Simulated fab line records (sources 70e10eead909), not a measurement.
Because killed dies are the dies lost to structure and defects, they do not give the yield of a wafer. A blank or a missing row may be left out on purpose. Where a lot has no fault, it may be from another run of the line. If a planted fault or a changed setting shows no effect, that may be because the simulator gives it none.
fab line records ; flow nand-harc
[record] lots = 5; wafers = 15; last-day = 31
route steps=1302 shown P_M1@287 END@1302
lots that met no fault: taken from a fault-free run of the same line
start-h: hours from the record's opening day to when the first of the lot's shown wafers began ; wait-h: time in hours since the lot's previous step ; " repeats the value in the row above ; L1.1+2: several wafers, shown together as one row ; - either no value or no given start ; * or withheld: withheld ; < > ~ a bound
route shown NAME@n: a module of which the file shows steps, and the number in the route of the first ; usual: mean/standard deviation taken from wafers without a fault ; same: alike in all rows ; chamber/n: place in a boat ; sites: each site's reading ; _std_site: the standard deviation of these ; _edge_site: the outer-site mean with the inner-site mean subtracted ; radius-mm: for every site, how far away it sits from the centre of the wafer ; mask NAME#n: copy n ; behind: the most recent tool/chamber to have shaped the wafer ; hold: why the lot was held/for how many hours/how that ended ; device: the n, p or np transistor that did not switch ; end of line: the tests these same wafers got at the end of their route ; a step with no rows: only its recipe ; killed: not the wafer's yield, but the dies lost to structure and defects at the first sort ; map: per-die view of a wafer (x killed, . not killed, _ where there is no die)
set.NAME: the setting as run; set.NAME@STEP: as run at that earlier step ; model.NAME: the simulator's own value behind a step, which no gauge read
lots at selected steps of the route; one table per step, one row per wafer
services: from which hour (start-h, from the record's first day; less than 0 if before it) a tool's chamber was out of use, for how many hours, and why
[[steps]]
[step NHARC_P_M1_HMDS_02]
[recipe] time-s = 30
[step NHARC_P_M1_COAT_34]
[recipe] temp-c = 200; time-s = 65
[step NHARC_P_M1_COAT_03]
[recipe] spin-rpm = 1500; resist-thk-nm = 90
[step NHARC_P_M1_SOFTBAKE_04]
[recipe] temp-c = 105; time-s = 55
[step NHARC_P_M1_EBR_05]
[step NHARC_P_M1_EXPOSE_06]
[recipe] na = 1.35; target-cd-nm = 130; dose-mj = 81.88; mask-id = P_M1
[step NHARC_P_M1_PEB_07]
[recipe] peb-temp-c = 100; peb-time-s = 65
[step NHARC_P_M1_DEVELOP_08]
[recipe] develop-time-s = 35; dev-temp-c = 23
[step NHARC_P_M1_CD_MEAS_09]
[recipe] target-cd-nm = 130; landing-energy-ev = 500
[usual] cd-nm = 129.7/0.64
lot.wafer;tool;chamber;start-h;wait-h;cd-nm
L758.1;cd-sem-03;0;136.98;-;130.5
L758.5;cd-sem-03;0;136.98;-;131.0
L758.6;cd-sem-03;0;136.98;-;129.2
L768.1;cd-sem-02;0;230.85;-;130.1
L768.2;cd-sem-02;0;230.85;-;130.1
L768.4;cd-sem-02;0;230.85;-;129.4
L769.1;cd-sem-02;0;249.09;-;130.4
L769.4;cd-sem-02;0;249.09;-;129.5
L769.5;cd-sem-02;0;249.09;-;130.9
L774.1;cd-sem-03;0;296.27;-;130.3
L774.4;cd-sem-03;0;296.27;-;130.4
L774.5;cd-sem-03;0;296.27;-;130.3
L776.1;cd-sem-03;0;310.91;-;129.0
L776.4;cd-sem-03;0;310.91;-;129.9
L776.6;cd-sem-03;0;310.91;-;129.2
[step NHARC_P_M1_OVL_MEAS_10]
[recipe] pitch-nm = 260
[usual] overlay-x-nm = 0.0/0.86; overlay-y-nm = 0.0/0.73
lot.wafer;tool;chamber;start-h;wait-h;overlay-x-nm;overlay-y-nm
L758.1;overlay-01;-;137.07;-;0.4;0.0
L758.5;overlay-01;-;137.07;-;-0.3;0.1
L758.6;overlay-01;-;137.07;-;-0.5;0.8
L768.1;overlay-02;-;230.94;-;-0.2;1.6
L768.2;overlay-02;-;230.94;-;-0.1;1.5
L768.4;overlay-02;-;230.94;-;-0.3;1.3
L769.1;overlay-01;-;249.18;-;0.5;0.0
L769.4;overlay-01;-;249.18;-;1.2;0.2
L769.5;overlay-01;-;249.18;-;0.6;-0.2
L774.1;overlay-02;-;296.36;-;-1.1;-0.9
L774.4;overlay-02;-;296.36;-;-0.9;-0.3
L774.5;overlay-02;-;296.36;-;-1.3;-0.4
L776.1;overlay-02;-;311.00;-;0.6;0.6
L776.4;overlay-02;-;311.00;-;1.1;1.3
L776.6;overlay-02;-;311.00;-;0.8;0.9
[step NHARC_P_M1_INSPECT_11]
[usual] raw-defect-count = 4.6/2.3
lot.wafer;tool;chamber;start-h;wait-h;raw-defect-count
L758.1;defect-inspect-02;-;137.10;0.0;6
L758.5;defect-inspect-02;-;137.10;0.0;2
L758.6;defect-inspect-02;-;137.10;0.0;1
L768.1;defect-inspect-01;-;230.98;0.0;3
L768.2;defect-inspect-01;-;230.98;0.0;4
L768.4;defect-inspect-01;-;230.98;0.0;7
L769.1;defect-inspect-01;-;249.22;0.0;10
L769.4;defect-inspect-01;-;249.22;0.0;7
L769.5;defect-inspect-01;-;249.22;0.0;5
L774.1;defect-inspect-01;-;296.40;0.0;6
L774.4;defect-inspect-01;-;296.40;0.0;6
L774.5;defect-inspect-01;-;296.40;0.0;7
L776.1;defect-inspect-01;-;311.03;0.0;5
L776.4;defect-inspect-01;-;311.03;0.0;2
L776.6;defect-inspect-01;-;311.03;0.0;3
[step NHARC_P_M1_DESCUM_14]
[recipe] time-s = 3; o2-flow-sccm = 200; ar-flow-sccm = 0; bias-power-w = 0; chemistry = O2
[usual] drypump-motor-current-A = 5.6/0.5; oes-product-au = 1.000/0.012; rf-vpp-V = 57.8/0.93; showerhead-plenum-p-Torr = 1.92/0.092; throttle-valve-pct = 11.312/0.0095
[same] bias-power-w = 0
lot.wafer;tool;chamber;start-h;wait-h;drypump-motor-current-A;oes-product-au;rf-hours-counter-h;rf-vpp-V;showerhead-plenum-p-Torr;throttle-valve-pct
L758.1;rie-diel-03;0;137.19;0.1;5.5;1.014;8;56.8;1.86;11.314
L758.6;rie-diel-03;1;137.19;0.1;4.7;1.002;-;58.0;1.80;11.308
L758.5;rie-diel-03;2;137.19;0.1;5.9;0.993;-;56.8;1.95;11.307
L768.4;rie-diel-06;1;231.04;0.1;4.9;1.012;7;56.7;1.83;11.310
L768.1;rie-diel-06;3;231.04;0.1;5.8;1.018;6;58.0;2.07;11.310
L768.2;rie-diel-06;0;231.04;0.1;6.0;0.995;7;59.0;2.05;11.309
L769.1;rie-diel-03;1;249.28;0.1;4.7;0.996;45;55.6;1.79;11.297
L769.4;rie-diel-03;0;249.28;0.1;5.4;1.003;43;57.3;1.85;11.307
L769.5;rie-diel-03;2;249.28;0.1;5.8;0.986;-;58.1;1.94;11.322
L774.1;rie-diel-06;0;296.46;0.1;6.0;0.990;11;57.3;2.05;11.315
L774.4;rie-diel-06;1;296.46;0.1;4.9;1.013;11;56.8;1.82;11.311
L774.5;rie-diel-06;1;296.46;0.1;4.9;1.018;-;57.3;1.82;11.298
L776.4;rie-diel-07;1;311.11;0.1;6.4;0.999;1;59.4;1.95;11.302
L776.1;rie-diel-07;2;311.11;0.1;6.3;0.990;1;59.3;1.87;11.319
L776.6;rie-diel-07;0;311.11;0.1;5.5;1.020;-;56.5;1.81;11.300
[step NHARC_P_M1_ETCH_35]
[recipe] target-depth-a = 400; overetch-a = 120; time-s = 43.94; ion-energy-ev = 200; n2-flow-sccm = 150; h2-flow-sccm = 150; ar-flow-sccm = 0; rf-w = 400; bias-w = 150; chemistry = N2/H2
[usual] drypump-motor-current-A = 5.7/0.48; h2-flow-sccm = 150.0/0.51; oes-product-au = 1.000/0.012; rf-vpp-V = 431.0/2.8; run-length-s = 65.3/0.41; showerhead-plenum-p-Torr = 2.06/0.098; throttle-valve-pct = 14.171/0.0087
lot.wafer;tool;chamber;start-h;wait-h;drypump-motor-current-A;h2-flow-sccm;oes-product-au;rf-hours-counter-h;rf-vpp-V;run-length-s;showerhead-plenum-p-Torr;throttle-valve-pct
L758.1;rie-diel-03;0;137.39;0.2;5.4;149.7;0.992;8;428.6;64.9;1.98;14.163
L758.6;rie-diel-03;2;137.39;0.2;5.8;149.4;0.986;-;432.6;66.0;2.08;14.171
L758.5;rie-diel-03;3;137.39;0.2;5.9;149.9;0.988;-;434.2;65.1;2.11;14.167
L768.2;rie-diel-06;0;231.13;0.1;5.9;150.0;0.995;7;434.7;54.0;2.19;14.158
L768.1;rie-diel-06;1;231.13;0.1;4.9;149.1;0.992;7;427.3;55.0;1.94;14.173
L768.4;rie-diel-06;2;231.13;0.1;5.7;150.1;1.013;6;432.5;65.1;2.07;14.181
L769.1;rie-diel-03;2;249.36;0.1;5.9;150.3;0.980;41;432.5;65.5;2.07;14.163
L769.4;rie-diel-03;0;249.36;0.1;5.4;150.2;0.993;43;429.4;64.7;1.97;14.154
L769.5;rie-diel-03;2;249.36;0.1;5.8;150.5;0.979;-;431.9;66.0;2.07;14.168
L774.1;rie-diel-06;0;296.56;0.1;5.9;150.6;0.985;11;435.4;64.8;2.19;14.150
L774.4;rie-diel-06;1;296.56;0.1;4.9;149.4;1.011;11;428.5;65.3;1.94;14.170
L774.5;rie-diel-06;3;296.56;0.1;5.9;150.1;1.007;-;435.7;65.6;2.20;14.162
L776.1;rie-diel-07;2;311.18;0.1;6.3;149.9;0.998;1;430.7;65.5;1.99;14.170
L776.4;rie-diel-07;1;311.18;0.1;6.4;150.8;1.017;1;432.9;65.1;2.08;14.154
L776.6;rie-diel-07;2;311.18;0.1;6.3;149.8;0.989;-;429.3;65.3;1.99;14.161
[step NHARC_P_M1_ETCH_15]
[recipe] target-depth-a = 1825; time-s = 91.2; c4f8-flow-sccm = withheld; ar-flow-sccm = 400; rf-w = 600; bias-w = 300; chemistry = C4F8/Ar
[usual] oes-product-au = 0.952/0.023; rf-vpp-V = 441.2/2.9; run-length-s = 112.5/0.39
lot.wafer;tool;chamber;start-h;wait-h;oes-product-au;rf-hours-counter-h;rf-vpp-V;run-length-s
L758.1;rie-diel-03;3;-;-;0.926;8;443.9;112.6
L758.5;rie-diel-03;2;-;-;0.904;-;442.7;113.1
L758.6;rie-diel-03;3;-;-;0.922;-;442.7;112.2
L768.2;rie-diel-06;1;-;-;0.952;7;438.5;112.4
L768.1;rie-diel-06;2;-;-;0.966;6;441.8;112.1
L768.4;rie-diel-06;3;-;-;0.978;6;445.6;113.5
L769.4;rie-diel-03;0;-;-;0.920;43;439.6;112.0
L769.1;rie-diel-03;1;-;-;0.925;45;437.3;112.4
L769.5;rie-diel-03;0;-;-;0.925;-;439.6;111.9
L774.1;rie-diel-06;1;-;-;0.968;11;438.8;112.8
L774.4;rie-diel-06;0;-;-;0.951;11;447.2;111.7
L774.5;rie-diel-06;2;-;-;0.991;-;442.0;112.5
L776.1;rie-diel-07;2;-;-;0.971;1;439.3;113.0
L776.4;rie-diel-07;0;-;-;0.970;1;436.9;112.2
L776.6;rie-diel-07;2;-;-;0.971;-;438.5;112.8
[step NHARC_END_SORT_01]
[recipe] temp-c = 25
[usual] defect-limited-yield = 91.1/2.9; killed-at-array = 55/20; killed-at-other = 0.7/0.96; killed-at-periphery = 4.1/2.4; killed-dies = 60/20; killed-open = 3.3/1.9; killed-short = 2.8/1.6
[same] gross-dies = 677
lot.wafer;tool;chamber;start-h;wait-h;defect-limited-yield[%];killed-at-array;killed-at-other;killed-at-periphery;killed-dies;killed-open;killed-short
L758.1;prober-02;0;576.87;2.5;96.5;19;1;4;24;1;1
L758.5;prober-02;0;580.10;3.7;96.9;18;2;1;21;2;1
L758.6;prober-02;0;580.91;4.0;96.9;18;1;2;21;1;2
L768.1;prober-02;0;671.21;2.5;95.3;28;0;4;32;2;1
L768.2;prober-02;0;672.00;2.8;92.5;40;1;10;51;2;7
L768.4;prober-02;0;673.59;3.4;94.5;29;0;8;37;1;2
L769.1;prober-01;0;690.12;2.5;91.1;52;1;7;60;1;4
L769.4;prober-01;0;692.53;3.4;92.0;47;1;6;54;4;1
L769.5;prober-01;0;693.33;3.7;89.4;68;0;4;72;3;4
L774.1;prober-01;0;740.31;2.5;88.0;76;0;5;81;2;2
L774.4;prober-01;0;742.72;3.4;89.8;65;0;4;69;3;1
L774.5;prober-01;0;743.52;3.7;90.3;60;1;5;66;1;2
L776.1;prober-02;0;744.27;2.5;94.7;28;1;7;36;3;3
L776.4;prober-02;0;746.66;3.4;94.4;37;0;1;38;5;3
L776.6;prober-02;0;748.26;4.0;94.4;33;0;5;38;4;3
// killed by level:class
L758.1 A_CHANNEL_HOLE_D2:chamber-film-flake=9 P_M1:chamber-film-flake=4 A_CONTACT:chamber-film-flake=4 A_CHANNEL_FILL_D2:geometric-particle:open=1 A_WL_FILL:geometric-particle:short=1 A_DECK1_JOINT:chamber-film-flake=1 A_STAIRCASE:chamber-film-flake=1 A_WL_FILL:chamber-film-flake=1
L758.5 A_CONTACT:chamber-film-flake=7 A_CONTACT:unspecified=4 A_CHANNEL_HOLE_D2:chamber-film-flake=3 A_CHANNEL_HOLE_D1:geometric-particle:open=1 A_CHANNEL_FILL_D1:geometric-particle:short=1 A_M1:geometric-particle:open=1 P_M1:chamber-film-flake=1 A_CHANNEL_HOLE_D1:chamber-film-flake=1
L758.6 A_CHANNEL_HOLE_D2:chamber-film-flake=7 A_CHANNEL_HOLE_D1:chamber-film-flake=3 A_STAIRCASE:chamber-film-flake=3 A_CONTACT:unspecified=2 P_M0:geometric-particle:short=1 A_M0:geometric-particle:short=1 A_M0:geometric-particle:open=1 P_M1:chamber-film-flake=1
L768.1 A_CHANNEL_HOLE_D2:chamber-film-flake=16 A_CHANNEL_HOLE_D1:chamber-film-flake=5 P_GATE:chamber-film-flake=2 A_SLIT:chamber-film-flake=2 A_M1:chamber-film-flake=2 P_CONTACT:geometric-particle:short=1 P_M0:geometric-particle:open=1 A_SOURCE_PLATE:geometric-particle:open=1
L768.2 A_CHANNEL_HOLE_D2:chamber-film-flake=19 A_CHANNEL_HOLE_D1:chamber-film-flake=4 A_SLIT:chamber-film-flake=4 A_WL_FILL:geometric-particle:short=3 P_M2:chamber-film-flake=3 P_BONDPAD:chamber-film-flake=3 A_CONTACT:chamber-film-flake=3 P_CONTACT:geometric-particle:open=1
L768.4 A_CHANNEL_HOLE_D2:chamber-film-flake=13 A_CHANNEL_HOLE_D1:chamber-film-flake=5 A_SLIT:chamber-film-flake=4 P_GATE:chamber-film-flake=3 A_CONTACT:chamber-film-flake=3 P_BONDPAD:chamber-film-flake=2 P_CONTACT:geometric-particle:open=1 A_ONON_D2:geometric-particle:short=1
L769.1 A_CHANNEL_HOLE_D1:chamber-film-flake=29 A_SLIT:chamber-film-flake=6 A_CONTACT:chamber-film-flake=6 P_GATE:chamber-film-flake=4 A_WL_FILL:chamber-film-flake=3 A_CHANNEL_HOLE_D2:chamber-film-flake=2 P_CONTACT:geometric-particle:short=1 A_ONON_D2:geometric-particle:short=1
L769.4 A_CHANNEL_HOLE_D1:chamber-film-flake=27 A_CONTACT:chamber-film-flake=9 A_CHANNEL_HOLE_D2:chamber-film-flake=4 P_CONTACT:chamber-film-flake=3 A_M0:geometric-particle:open=2 P_GATE:chamber-film-flake=2 A_WL_FILL:chamber-film-flake=2 P_M1:geometric-particle:open=1
L769.5 A_CHANNEL_HOLE_D1:chamber-film-flake=30 A_CONTACT:chamber-film-flake=10 A_SLIT:chamber-film-flake=8 A_WL_FILL:chamber-film-flake=5 A_CHANNEL_HOLE_D2:chamber-film-flake=4 A_STAIRCASE:chamber-film-flake=4 A_CHANNEL_HOLE_D2:geometric-particle:short=2 P_GATE:chamber-film-flake=2
L774.1 A_CHANNEL_HOLE_D1:chamber-film-flake=29 A_CHANNEL_HOLE_D2:chamber-film-flake=23 A_CONTACT:chamber-film-flake=11 A_STAIRCASE:chamber-film-flake=8 P_STI:chamber-film-flake=3 A_SLIT:chamber-film-flake=2 P_STI:geometric-particle:open=1 A_ONON_D1:geometric-particle:open=1
L774.4 A_CHANNEL_HOLE_D1:chamber-film-flake=26 A_CHANNEL_HOLE_D2:chamber-film-flake=21 A_STAIRCASE:chamber-film-flake=6 A_SLIT:chamber-film-flake=5 P_STI:chamber-film-flake=2 P_GATE:chamber-film-flake=2 A_WL_FILL:chamber-film-flake=2 A_DECK1_JOINT:geometric-particle:short=1
L774.5 A_CHANNEL_HOLE_D1:chamber-film-flake=23 A_CHANNEL_HOLE_D2:chamber-film-flake=19 A_STAIRCASE:chamber-film-flake=7 A_CONTACT:chamber-film-flake=5 P_STI:chamber-film-flake=2 P_GATE:chamber-film-flake=2 A_SLIT:chamber-film-flake=2 A_ONON_D1:geometric-particle:short=1
L776.1 A_CHANNEL_HOLE_D1:chamber-film-flake=12 A_SLIT:chamber-film-flake=7 P_GATE:chamber-film-flake=3 P_M0:geometric-particle:open=2 A_CONTACT:chamber-film-flake=2 A_CHANNEL_HOLE_D1:geometric-particle:short=1 A_CHANNEL_FILL_D2:geometric-particle:short=1 A_CONTACT:geometric-particle:open=1
L776.4 A_CHANNEL_HOLE_D1:chamber-film-flake=13 A_CONTACT:chamber-film-flake=6 A_WL_FILL:chamber-film-flake=4 A_M0:geometric-particle:open=3 A_STAIRCASE:chamber-film-flake=3 A_SLIT:chamber-film-flake=3 P_M0:geometric-particle:short=1 A_ONON_D1:geometric-particle:open=1
L776.6 A_CHANNEL_HOLE_D1:chamber-film-flake=9 A_CONTACT:chamber-film-flake=7 A_SLIT:chamber-film-flake=4 P_GATE:chamber-film-flake=3 A_ONON_D1:geometric-particle:open=2 A_WL_FILL:chamber-film-flake=2 P_GATE:geometric-particle:open=1 A_ONON_D1:geometric-particle:short=1
[[services]]
tool;chamber;start-h;hours;kind
rie-diel-03;0;113.39;-;clean
rie-diel-03;1;113.39;-;clean
rie-diel-03;2;113.39;-;clean
rie-diel-03;3;113.39;-;clean
rie-diel-07;-;118.23;9.0;pm
rie-diel-06;-;130.23;9.0;pm
rie-diel-06;0;130.23;9.0;vent-cycle
rie-diel-06;1;130.23;9.0;vent-cycle
rie-diel-06;2;130.23;9.0;vent-cycle
rie-diel-06;3;130.23;9.0;vent-cycle
rie-diel-07;3;131.52;6.8;repair
rie-diel-03;0;137.91;-;clean
rie-diel-03;1;137.91;-;clean
rie-diel-03;0;154.93;6.6;repair
rie-diel-06;3;181.61;3.9;repair
rie-diel-07;1;191.67;3.2;repair
rie-diel-03;-;207.70;0.6;repair
rie-diel-07;-;211.41;0.9;repair
rie-diel-07;1;257.86;26.7;repair
rie-diel-03;-;281.48;9.0;pm
rie-diel-07;-;295.23;9.0;pm
rie-diel-03;0;296.72;7.0;repair
rie-diel-06;-;307.23;9.0;pm
rie-diel-03;-;310.48;0.7;repair
[[key]]
[first-sign] step = NHARC_P_M1_ETCH_35; reading = run-length-s; direction = down; sigmas = 26; usual = *; struck = *
effect none on later readings
met-at NHARC_P_M1_ETCH_35
struck-wafers L768.1,L768.2
[fault] kind = process-parameter-drift; tool = rie-diel-06; chamber = -; onset-h = 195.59; steps = NHARC_P_M1_ETCH_35; channel = time-s; offset = *; shape = step; end-h = 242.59; scope = struck-wafers-only; acts-in = *; stated = *
